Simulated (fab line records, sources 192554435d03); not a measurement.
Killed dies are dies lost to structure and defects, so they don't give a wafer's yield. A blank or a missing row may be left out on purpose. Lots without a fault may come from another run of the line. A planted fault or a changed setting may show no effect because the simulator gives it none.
Which tool did it? | flow n5_finfet | 24 lots, 72 wafers sampled, at 4 steps of a route of 1938

WHAT THE GAUGES READ, wafer by wafer
N5_BEOL_M7_INSPECT_13: inspects for defects (brightfield). Usual: raw_defect_count 407, standard deviation 91.
lot  | measured     | on                | raw_defect_count | flag
L075 | day 8 17:55  | defect_inspect-02 | 392 327 261      |
L074 | day 9 09:13  | defect_inspect-02 | 326 345 332      |
L076 | day 9 11:29  | defect_inspect-01 | 365 325 387      |
L077 | day 9 11:46  | defect_inspect-02 | 359 295 441      |
L078 | day 9 23:16  | defect_inspect-01 | 271 276 328      |
L079 | day 10 00:56 | defect_inspect-01 | 387 420 426      |
L080 | day 10 10:23 | defect_inspect-01 | 428 336 305      |
L081 | day 10 13:55 | defect_inspect-01 | 429 401 305      |
L082 | day 10 14:20 | defect_inspect-02 | 402 478 333      |
L083 | day 10 20:05 | defect_inspect-01 | 413 347 357      |
L084 | day 11 09:46 | defect_inspect-02 | 600 441 413      |
L085 | day 11 15:46 | defect_inspect-02 | 444 524 519      |
L086 | day 12 00:29 | defect_inspect-01 | 608 469 589      |
L087 | day 12 21:35 | defect_inspect-01 | 379 550 280      |
L089 | day 13 01:25 | defect_inspect-01 | 508 410 559      |
L088 | day 13 01:40 | defect_inspect-01 | 341 270 224      |
L090 | day 13 07:08 | defect_inspect-02 | 375 289 373      |
L091 | day 13 10:00 | defect_inspect-01 | 314 289 220      |
L093 | day 13 20:05 | defect_inspect-02 | 529 434 427      |
L094 | day 14 00:19 | defect_inspect-01 | 311 510 503      |
L092 | day 14 00:33 | defect_inspect-02 | 504 508 414      |
L095 | day 14 08:13 | defect_inspect-02 | 539 487 392      |
L096 | day 14 17:11 | defect_inspect-02 | 358 491 498      |
L097 | day 14 19:56 | defect_inspect-02 | 588 451 544      |

N5_BEOL_M7_INSPECT_58: inspects for defects (darkfield). Usual: raw_defect_count 78, standard deviation 28.
lot  | measured     | on                | raw_defect_count | flag
L075 | day 9 00:30  | defect_inspect-01 | 79 35 80         |
L074 | day 9 15:25  | defect_inspect-02 | 66 64 79         |
L076 | day 9 16:13  | defect_inspect-02 | 47 94 98         |
L077 | day 9 16:12  | defect_inspect-02 | 106 135 58       |
L078 | day 10 07:19 | defect_inspect-02 | 75 53 99         |
L079 | day 10 07:03 | defect_inspect-01 | 153 84 98        |
L080 | day 10 14:34 | defect_inspect-01 | 76 103 143       |
L081 | day 10 18:02 | defect_inspect-02 | 100 94 89        |
L082 | day 10 20:46 | defect_inspect-01 | 76 40 68         |
L083 | day 11 01:49 | defect_inspect-02 | 63 68 74         |
L084 | day 11 17:01 | defect_inspect-02 | 118 127 165      |
L085 | day 11 21:24 | defect_inspect-01 | 74 73 70         |
L086 | day 12 06:46 | defect_inspect-01 | 54 46 63         |
L087 | day 13 03:26 | defect_inspect-01 | 56 50 75         |
L089 | day 13 05:21 | defect_inspect-01 | 30 61 61         |
L088 | day 13 07:34 | defect_inspect-02 | 67 50 48         |
L090 | day 13 12:33 | defect_inspect-01 | 111 101 53       |
L091 | day 13 14:59 | defect_inspect-01 | 89 72 59         |
L093 | day 14 00:52 | defect_inspect-02 | 121 106 93       |
L094 | day 14 05:21 | defect_inspect-01 | 56 45 52         |
L092 | day 14 05:54 | defect_inspect-01 | 53 44 44         |
L095 | day 14 14:50 | defect_inspect-02 | 108 136 74       |
L096 | day 14 22:08 | defect_inspect-01 | 77 70 101        |
L097 | day 15 01:18 | defect_inspect-01 | 61 47 46         |

N5_BEOL_M8_THK_MEAS_01. Usual: M8_ILD_THK 155.5 nm, standard deviation 1.9.
lot  | measured     | on            | M8_ILD_THK (nm)   | flag
L075 | day 9 01:07  | film_metro-02 | 152.1 154.1 156.0 |
L074 | day 9 16:04  | film_metro-02 | 154.1 156.4 156.6 |
L076 | day 9 16:49  | film_metro-02 | 154.0 155.3 159.4 |
L077 | day 9 17:01  | film_metro-01 | 152.8 150.9 154.7 |
L078 | day 10 07:58 | film_metro-01 | 156.5 158.4 156.1 |
L079 | day 10 07:40 | film_metro-02 | 156.8 157.3 158.2 |
L080 | day 10 15:25 | film_metro-02 | 153.1 156.5 155.3 |
L081 | day 10 18:39 | film_metro-01 | 155.2 158.2 158.7 |
L082 | day 10 21:22 | film_metro-02 | 155.7 157.3 158.5 |
L083 | day 11 02:26 | film_metro-02 | 153.3 157.3 159.3 |
L084 | day 11 17:38 | film_metro-02 | 155.0 153.4 157.1 |
L085 | day 11 22:30 | film_metro-02 | 151.4 153.7 155.2 |
L086 | day 12 08:11 | film_metro-02 | 155.6 156.9 155.8 |
L087 | day 13 04:14 | film_metro-01 | 154.1 157.3 155.3 |
L089 | day 13 05:58 | film_metro-01 | 154.1 158.3 156.2 |
L088 | day 13 08:11 | film_metro-01 | 155.0 158.0 153.0 |
L090 | day 13 13:37 | film_metro-01 | 155.3 157.1 158.4 |
L091 | day 13 15:36 | film_metro-01 | 155.7 155.8 158.2 |
L093 | day 14 01:29 | film_metro-02 | 151.1 153.3 155.7 |
L094 | day 14 06:00 | film_metro-01 | 152.7 156.1 156.1 |
L092 | day 14 06:35 | film_metro-01 | 153.8 153.9 157.3 |
L095 | day 14 15:26 | film_metro-01 | 153.0 154.1 155.8 |
L096 | day 14 22:56 | film_metro-01 | 154.3 157.2 157.0 |
L097 | day 15 01:56 | film_metro-01 | 155.3 153.1 158.0 |

WHICH TOOL RAN EACH LOT (tool, then ch and the chambers of the sampled wafers, then the start)
lot  | N5_BEOL_M7_STRIP_19
L075 | rie_diel-03 ch 1,3, day 8 18:40
L074 | rie_diel-03 ch 1,2,3, day 9 09:38
L076 | rie_diel-03 ch 2,3, day 9 11:55
L077 | rie_diel-01 ch 1,2,3, day 9 12:19
L078 | rie_diel-04 ch 0,1, day 9 23:46
L079 | rie_diel-04 ch 0,1, day 10 01:21
L080 | rie_diel-01 ch 0,2, day 10 10:55
L081 | rie_diel-01 ch 0,1,2, day 10 14:37
L082 | rie_diel-01 ch 0,1, day 10 15:06
L083 | rie_diel-01 ch 1,2,3, day 10 20:31
L084 | rie_diel-04 ch 1,3, day 11 10:20
L085 | rie_diel-01 ch 0,1,2, day 11 16:14
L086 | rie_diel-03 ch 0,1, day 12 01:02
L087 | rie_diel-04 ch 0,1,2, day 12 22:01
L089 | rie_diel-01 ch 1,2,3, day 13 01:57
L088 | rie_diel-01 ch 0,2,3, day 13 02:05
L090 | rie_diel-04 ch 0,2,3, day 13 07:33
L091 | rie_diel-03 ch 0,1, day 13 10:28
L093 | rie_diel-03 ch 0,1, day 13 20:30
L094 | rie_diel-04 ch 0,1,3, day 14 00:52
L092 | rie_diel-04 ch 1,2, day 14 01:00
L095 | rie_diel-03 ch 0,2,3, day 14 08:38
L096 | rie_diel-03 ch 1,3, day 14 17:37
L097 | rie_diel-03 ch 0,2, day 14 20:21
- N5_BEOL_M7_STRIP_19: strips in O2.

WHAT THE TOOLS THEMSELVES READ (means of the sampled wafers that have a number; where no wafer has one, the mark that the record gives instead)
N5_BEOL_M7_STRIP_19. Usual: drypump_motor_current_A 5.6 A, standard deviation 0.43; oes_product_au 0.82 a.u., standard deviation 0.098; rf_vpp_V 3.6 V, standard deviation 0.62; showerhead_plenum_p_Torr 2.06 Torr, standard deviation 0.065; throttle_valve_pct 16.47 %, standard deviation 0.23.
lot  | tool        | drypump_motor_current_A (A) | oes_product_au (a.u.) | rf_vpp_V (V) | showerhead_plenum_p_Torr (Torr) | throttle_valve_pct (%) | flag
L075 | rie_diel-03 | 5.9                         | 0.68                  | 3.4          | 2.10                            | 16.94                  |
L074 | rie_diel-03 | 5.7                         | 0.77                  | 3.3          | 2.11                            | 16.72                  |
L076 | rie_diel-03 | 5.5                         | 0.76                  | 3.7          | 2.09                            | 16.64                  |
L077 | rie_diel-01 | 5.5                         | 0.79                  | 3.4          | 2.07                            | 16.48                  |
L078 | rie_diel-04 | 5.7                         | 0.73                  | 3.5          | 1.97                            | 16.64                  |
L079 | rie_diel-04 | 5.7                         | 0.73                  | 3.3          | 1.97                            | 16.65                  |
L080 | rie_diel-01 | 5.0                         | 0.86                  | 3.4          | 2.05                            | 16.42                  |
L081 | rie_diel-01 | 5.3                         | 0.83                  | 3.5          | 2.04                            | 16.43                  |
L082 | rie_diel-01 | 5.3                         | 0.87                  | 4.1          | 2.05                            | 16.33                  |
L083 | rie_diel-01 | 5.5                         | 0.78                  | 3.9          | 2.07                            | 16.51                  |
L084 | rie_diel-04 | 5.3                         | 0.70                  | 3.6          | 1.96                            | 16.59                  |
L085 | rie_diel-01 | 5.3                         | 0.82                  | 4.3          | 2.03                            | 16.46                  |
L086 | rie_diel-03 | 6.2                         | 0.94                  | 3.8          | 2.11                            | 16.48                  |
L087 | rie_diel-04 | 5.9                         | 0.84                  | 3.1          | 2.03                            | 16.43                  |
L089 | rie_diel-01 | 5.5                         | 0.76                  | 3.9          | 2.06                            | 16.53                  |
L088 | rie_diel-01 | 5.2                         | 0.79                  | 4.6          | 2.08                            | 16.52                  |
L090 | rie_diel-04 | 5.7                         | 0.81                  | 3.0          | 2.05                            | 16.46                  |
L091 | rie_diel-03 | 6.2                         | 0.91                  | 3.9          | 2.10                            | 16.50                  |
L093 | rie_diel-03 | 6.1                         | 0.92                  | 3.5          | 2.07                            | 16.28                  |
L094 | rie_diel-04 | 5.6                         | 0.77                  | 3.6          | 1.98                            | 16.58                  |
L092 | rie_diel-04 | 5.9                         | 0.76                  | 3.5          | 1.99                            | 16.45                  |
L095 | rie_diel-03 | 5.6                         | 0.91                  | 3.2          | 2.07                            | 16.27                  |
L096 | rie_diel-03 | 5.9                         | 0.91                  | 3.7          | 2.09                            | 16.56                  |
L097 | rie_diel-03 | 5.3                         | 0.88                  | 3.4          | 2.08                            | 16.21                  |

THE ANSWER, worked out from the rows above alone
Rule: a lot is off if the mean of its wafers that have a number lies more than 3 standard deviations from the usual mean. A lot without any number at a reading at which 4 lots or more have one is off too. The other lots that the step has rows for count as sound. The gauges are gone through in route order, then the tools' own readings, and for those a lot's mean is taken as printed above. The first step at which some lot is off is used, and at that step the reading that is off furthest; a lot without a number counts as furthest.
No lot is off at any reading shown: from this, nothing can be told.

WHAT THE SIMULATOR HAD PUT IN
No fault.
